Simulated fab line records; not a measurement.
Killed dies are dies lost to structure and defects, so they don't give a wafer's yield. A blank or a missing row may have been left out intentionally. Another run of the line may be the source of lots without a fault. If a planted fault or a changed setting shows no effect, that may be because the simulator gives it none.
Which tool did it? | flow nand_harc | Sampling: 24 lots, 72 wafers, 6 of 1159 route steps

== WHAT EACH GAUGE READ, for each wafer ==
The record lacks any reading of a measuring or inspecting step that a usual standard deviation could be used to judge.

== EACH LOT AND THE TOOL THAT RAN IT (in order: tool; ch and the chambers of the sampled wafers; start) ==
lot  | NHARC_A_WL_FILL_ALD_19              | NHARC_A_CONTACT_DEP_29          | NHARC_A_CONTACT_ETCH_122             | NHARC_A_CONTACT_ETCH_131             | NHARC_A_CONTACT_ETCH_132             | NHARC_A_CONTACT_DEP_85
L074 | ald_metal-03 ch 0,1,2, day 15 18:20 | pecvd-01 ch 0,1, day 16 04:37   | har_cap_etch-01 ch 0,1, day 16 11:40 | har_cap_etch-02 ch 0,1, day 16 18:37 | har_cap_etch-02 ch 0,1, day 16 18:46 | pecvd-02 ch 1,2, day 17 00:17
L075 | ald_metal-01 ch 0,1,2, day 15 18:22 | pecvd-01 ch 1,2, day 16 04:56   | har_cap_etch-02 ch 0,1, day 16 11:36 | har_cap_etch-01 ch 0,1, day 16 18:53 | har_cap_etch-01 ch 0,1, day 16 19:02 | pecvd-02 ch 0,1, day 17 00:31
L077 | ald_metal-03 ch 0,1,3, day 16 04:20 | pecvd-02 ch 0,1,2, day 16 12:53 | har_cap_etch-01 ch 0,1, day 16 16:10 | har_cap_etch-02 ch 0,1, day 17 04:23 | har_cap_etch-02 ch 0,1, day 17 04:35 | pecvd-01 ch 0,2, day 17 07:53
L076 | ald_metal-04 ch 0,1,2, day 16 04:20 | pecvd-04 ch 0,2, day 16 13:01   | har_cap_etch-03 ch 0,1, day 16 16:23 | har_cap_etch-03 ch 0,1, day 17 01:26 | har_cap_etch-03 ch 0,1, day 17 01:34 | pecvd-02 ch 0,2, day 17 05:23
L078 | ald_metal-03 ch 0,2,3, day 16 04:26 | pecvd-02 ch 0,1, day 16 17:25   | har_cap_etch-02 ch 0,1, day 16 20:43 | har_cap_etch-01 ch 0,1, day 17 05:21 | har_cap_etch-01 ch 0,1, day 17 05:29 | pecvd-02 ch 0,1,2, day 17 08:38
L080 | ald_metal-04 ch 1,2, day 17 06:50   | pecvd-04 ch 0,1, day 17 15:34   | har_cap_etch-03 ch 0,1, day 17 18:42 | har_cap_etch-01 ch 0,1, day 18 01:23 | har_cap_etch-01 ch 0,1, day 18 01:32 | pecvd-02 ch 0,1,2, day 18 07:20
L079 | ald_metal-03 ch 2,3, day 17 06:51   | pecvd-01 ch 1,2, day 17 17:47   | har_cap_etch-02 ch 0,1, day 17 21:04 | har_cap_etch-03 ch 0,1, day 18 04:16 | har_cap_etch-03 ch 0,1, day 18 04:24 | pecvd-01 ch 0,2, day 18 07:50
L081 | ald_metal-04 ch 0,1, day 17 18:47   | pecvd-01 ch 0,1,2, day 18 03:26 | har_cap_etch-02 ch 0,1, day 18 06:40 | har_cap_etch-01 ch 0,1, day 18 13:25 | har_cap_etch-01 ch 0,1, day 18 13:33 | pecvd-02 ch 0,1, day 18 18:29
L082 | ald_metal-01 ch 0,1,3, day 17 18:49 | pecvd-01 ch 0,2, day 18 04:10   | har_cap_etch-01 ch 0,1, day 18 07:45 | har_cap_etch-03 ch 0,1, day 18 14:47 | har_cap_etch-03 ch 0,1, day 18 14:55 | pecvd-02 ch 1,2, day 18 19:41
L084 | ald_metal-03 ch 0,2, day 18 07:15   | pecvd-04 ch 1,2, day 18 20:29   | har_cap_etch-02 ch 0,1, day 18 23:50 | har_cap_etch-02 ch 0,1, day 19 06:49 | har_cap_etch-02 ch 0,1, day 19 06:57 | pecvd-02 ch 1,2, day 19 11:38
L085 | ald_metal-01 ch 1,2,3, day 18 07:16 | pecvd-02 ch 0,1,2, day 18 18:45 | har_cap_etch-01 ch 0, day 18 22:15   | har_cap_etch-03 ch 1, day 19 05:12   | har_cap_etch-03 ch 1, day 19 05:21   | pecvd-02 ch 0,1,2, day 19 08:33
L083 | ald_metal-04 ch 1,2,3, day 18 18:26 | pecvd-04 ch 0,1,2, day 19 03:05 | har_cap_etch-01 ch 0,1, day 19 06:23 | har_cap_etch-02 ch 0,1, day 19 13:56 | har_cap_etch-02 ch 0,1, day 19 14:04 | pecvd-01 ch 0,1,2, day 19 17:44
L087 | ald_metal-03 ch 1,2,3, day 19 01:06 | pecvd-04 ch 1,2, day 19 09:41   | har_cap_etch-01 ch 0,1, day 19 13:00 | har_cap_etch-02 ch 0,1, day 19 20:55 | har_cap_etch-02 ch 0,1, day 19 21:03 | pecvd-02 ch 0,1, day 20 01:34
L088 | ald_metal-01 ch 2,3, day 19 01:07   | pecvd-02 ch 0,1, day 19 13:03   | har_cap_etch-01 ch 0,1, day 19 16:28 | har_cap_etch-03 ch 0,1, day 19 23:22 | har_cap_etch-03 ch 0,1, day 19 23:31 | pecvd-02 ch 0,2, day 20 02:49
L086 | ald_metal-04 ch 1,2,3, day 19 03:35 | pecvd-02 ch 0,2, day 19 14:32   | har_cap_etch-03 ch 0,1, day 19 17:52 | har_cap_etch-01 ch 0,1, day 20 01:13 | har_cap_etch-01 ch 0,1, day 20 01:21 | pecvd-02 ch 0,2, day 20 04:51
L089 | ald_metal-04 ch 1,2, day 19 15:33   | pecvd-01 ch 0,1, day 20 00:17   | har_cap_etch-02 ch 0,1, day 20 03:48 | har_cap_etch-01 ch 0,1, day 20 10:44 | har_cap_etch-01 ch 0,1, day 20 10:52 | pecvd-04 ch 0,2, day 20 16:07
L090 | ald_metal-04 ch 0,1, day 19 19:49   | pecvd-01 ch 0,1, day 20 04:38   | har_cap_etch-02 ch 0,1, day 20 08:11 | har_cap_etch-03 ch 0,1, day 20 15:24 | har_cap_etch-03 ch 0,1, day 20 15:32 | pecvd-02 ch 0,1, day 20 19:05
L091 | ald_metal-03 ch 0,3, day 20 06:23   | pecvd-04 ch 0,1,2, day 20 17:50 | har_cap_etch-03 ch 0,1, day 20 21:07 | har_cap_etch-03 ch 0,1, day 21 05:40 | har_cap_etch-03 ch 0,1, day 21 05:49 | pecvd-02 ch 0,1,2, day 21 09:53
L092 | ald_metal-04 ch 0,2,3, day 20 06:26 | pecvd-04 ch 0,1, day 20 17:11   | har_cap_etch-01 ch 0,1, day 20 20:30 | har_cap_etch-01 ch 0,1, day 21 06:43 | har_cap_etch-01 ch 0,1, day 21 06:55 | pecvd-02 ch 1,2, day 21 11:08
L093 | ald_metal-03 ch 0,1, day 20 13:49   | pecvd-02 ch 1,2, day 20 23:31   | har_cap_etch-01 ch 0,1, day 21 03:14 | har_cap_etch-02 ch 0, day 21 11:43   | har_cap_etch-02 ch 0, day 21 11:52   | pecvd-02 ch 1,2, day 21 15:11
L094 | ald_metal-04 ch 0,1,3, day 20 23:34 | pecvd-04 ch 0,1, day 21 10:29   | har_cap_etch-01 ch 0,1, day 21 14:09 | har_cap_etch-01 ch 0,1, day 21 23:22 | har_cap_etch-01 ch 0,1, day 21 23:31 | pecvd-01 ch 0,1,2, day 22 02:47
L096 | ald_metal-03 ch 1,2, day 21 06:28   | pecvd-02 ch 0,1, day 21 16:44   | har_cap_etch-02 ch 0,1, day 21 19:49 | har_cap_etch-02 ch 0,1, day 22 04:01 | har_cap_etch-02 ch 0,1, day 22 04:10 | pecvd-01 ch 1,2, day 22 07:31
L095 | ald_metal-03 ch 1,2,3, day 21 09:57 | pecvd-01 ch 0,1,2, day 21 22:53 | har_cap_etch-03 ch 0,1, day 22 02:10 | har_cap_etch-03 ch 0,1, day 22 09:04 | har_cap_etch-03 ch 0,1, day 22 09:12 | pecvd-04 ch 0,1,2, day 22 12:34
L097 | ald_metal-01 ch 0,1,3, day 22 08:28 | pecvd-01 ch 0,1, day 22 19:59   | har_cap_etch-01 ch 0,1, day 22 23:14 | har_cap_etch-01 ch 1, day 23 08:13   | har_cap_etch-01 ch 1, day 23 08:22   | pecvd-01 ch 1,2, day 23 14:02
- NHARC_A_WL_FILL_ALD_19: deposits TiN, target thk 2 nm, pulse time 3 s, ald cycles 100.
- NHARC_A_CONTACT_DEP_29: deposits SiON, target thk 70 nm.
- NHARC_A_CONTACT_ETCH_122: etches the open film in C4F8/O2/Ar, time 95 s, target depth 930 nm.
- NHARC_A_CONTACT_ETCH_131: etches the open film in C4F8/O2/Ar, time 155 s, target depth 956 nm.
- NHARC_A_CONTACT_ETCH_132: etches the open film in C4F8/O2/Ar, time 156 s, target depth 958 nm.
- NHARC_A_CONTACT_DEP_85: deposits SiON, target thk 50 nm.

== WHAT THE TOOLS THEMSELVES READ (means of the sampled wafers that have a number; where no wafer has one, the mark that the record gives instead) ==
NHARC_A_WL_FILL_ALD_19. Usual: heater_power_w 1144 W, standard deviation 140; precursor_pulse_height_rel 1.000, standard deviation 0.018; susceptor_temp_C 450.02 C, standard deviation 0.23.
lot  | tool         | heater_power_w (W) | precursor_pulse_height_rel | susceptor_temp_C (C) | flag
L074 | ald_metal-03 | 1189               | 0.985                      | 450.10               |
L075 | ald_metal-01 | 1252               | 1.018                      | 450.28               |
L077 | ald_metal-03 | 1267               | 1.010                      | 450.23               |
L076 | ald_metal-04 | 1036               | 1.009                      | 449.93               |
L078 | ald_metal-03 | 1206               | 0.995                      | 450.03               |
L080 | ald_metal-04 | 1028               | 1.008                      | 450.15               |
L079 | ald_metal-03 | 1222               | 1.010                      | 450.21               |
L081 | ald_metal-04 | 1076               | 0.984                      | 450.13               |
L082 | ald_metal-01 | 1200               | 1.008                      | 449.94               |
L084 | ald_metal-03 | 1161               | 0.986                      | 450.08               |
L085 | ald_metal-01 | 1091               | 1.006                      | 449.82               |
L083 | ald_metal-04 | 992                | 1.003                      | 449.84               |
L087 | ald_metal-03 | 1213               | 0.991                      | 449.83               |
L088 | ald_metal-01 | 1057               | 0.986                      | 450.18               |
L086 | ald_metal-04 | 996                | 1.002                      | 449.94               |
L089 | ald_metal-04 | 986                | 1.004                      | 450.00               |
L090 | ald_metal-04 | 1121               | 0.995                      | 450.24               |
L091 | ald_metal-03 | 1276               | 1.002                      | 449.89               |
L092 | ald_metal-04 | 1072               | 1.005                      | 450.05               |
L093 | ald_metal-03 | 1251               | 1.011                      | 450.22               |
L094 | ald_metal-04 | 1026               | 0.998                      | 449.98               |
L096 | ald_metal-03 | 1194               | 0.988                      | 450.09               |
L095 | ald_metal-03 | 1222               | 1.012                      | 449.92               |
L097 | ald_metal-01 | 1186               | 0.996                      | 449.95               |

NHARC_A_CONTACT_DEP_29. Usual: heater_power_w 743 W, standard deviation 74; susceptor_temp_C 400.05 C, standard deviation 0.23.
lot  | tool     | heater_power_w (W) | susceptor_temp_C (C) | flag
L074 | pecvd-01 | 711                | 399.97               |
L075 | pecvd-01 | 760                | 400.05               |
L077 | pecvd-02 | 851                | 400.01               |
L076 | pecvd-04 | 757                | 400.02               |
L078 | pecvd-02 | 822                | 399.98               |
L080 | pecvd-04 | 786                | 400.40               |
L079 | pecvd-01 | 727                | 400.06               |
L081 | pecvd-01 | 763                | 399.93               |
L082 | pecvd-01 | 720                | 400.30               |
L084 | pecvd-04 | 695                | 400.06               |
L085 | pecvd-02 | 799                | 400.15               |
L083 | pecvd-04 | 739                | 400.11               |
L087 | pecvd-04 | 780                | 400.12               |
L088 | pecvd-02 | 788                | 400.13               |
L086 | pecvd-02 | 844                | 400.07               |
L089 | pecvd-01 | 664                | 400.06               |
L090 | pecvd-01 | 626                | 400.23               |
L091 | pecvd-04 | 734                | 400.08               |
L092 | pecvd-04 | 820                | 399.91               |
L093 | pecvd-02 | 788                | 399.96               |
L094 | pecvd-04 | 765                | 399.80               |
L096 | pecvd-02 | 835                | 400.00               |
L095 | pecvd-01 | 611                | 400.13               |
L097 | pecvd-01 | 636                | 399.75               |

NHARC_A_CONTACT_DEP_85. Usual: heater_power_w 763 W, standard deviation 88; susceptor_temp_C 400.04 C, standard deviation 0.22.
lot  | tool     | heater_power_w (W) | susceptor_temp_C (C) | flag
L074 | pecvd-02 | 802                | 400.19               |
L075 | pecvd-02 | 810                | 400.04               |
L077 | pecvd-01 | 734                | 400.18               |
L076 | pecvd-02 | 868                | 399.84               |
L078 | pecvd-02 | 772                | 400.01               |
L080 | pecvd-02 | 753                | 400.19               |
L079 | pecvd-01 | 679                | 399.93               |
L081 | pecvd-02 | 790                | 399.75               |
L082 | pecvd-02 | 815                | 399.99               |
L084 | pecvd-02 | 803                | 399.94               |
L085 | pecvd-02 | 801                | 400.06               |
L083 | pecvd-01 | 700                | 399.93               |
L087 | pecvd-02 | 874                | 400.02               |
L088 | pecvd-02 | 763                | 400.04               |
L086 | pecvd-02 | 893                | 400.08               |
L089 | pecvd-04 | 762                | 400.04               |
L090 | pecvd-02 | 770                | 400.00               |
L091 | pecvd-02 | 761                | 400.05               |
L092 | pecvd-02 | 803                | 400.05               |
L093 | pecvd-02 | 716                | 399.88               |
L094 | pecvd-01 | 669                | 400.27               |
L096 | pecvd-01 | 653                | 400.10               |
L095 | pecvd-04 | 723                | 399.84               |
L097 | pecvd-01 | 653                | 400.09               |

== THE ANSWER, worked out from the rows above alone ==
Rule: a lot is off if the mean of its wafers that have a number lies more than 3 standard deviations from the usual mean. Also off: a lot with no number at a reading for which 4 or more lots have one. Any other lot the step has rows for is counted as sound. The gauges are gone through in route order, then the tools' own readings, and for those a lot's mean is taken as printed above. The first step at which some lot is off is used, and at that step the reading that is off furthest; a lot without a number counts as furthest.
Nothing can be told from this: no lot is off at any reading shown.

== WHAT THE SIMULATOR HAD PUT IN ==
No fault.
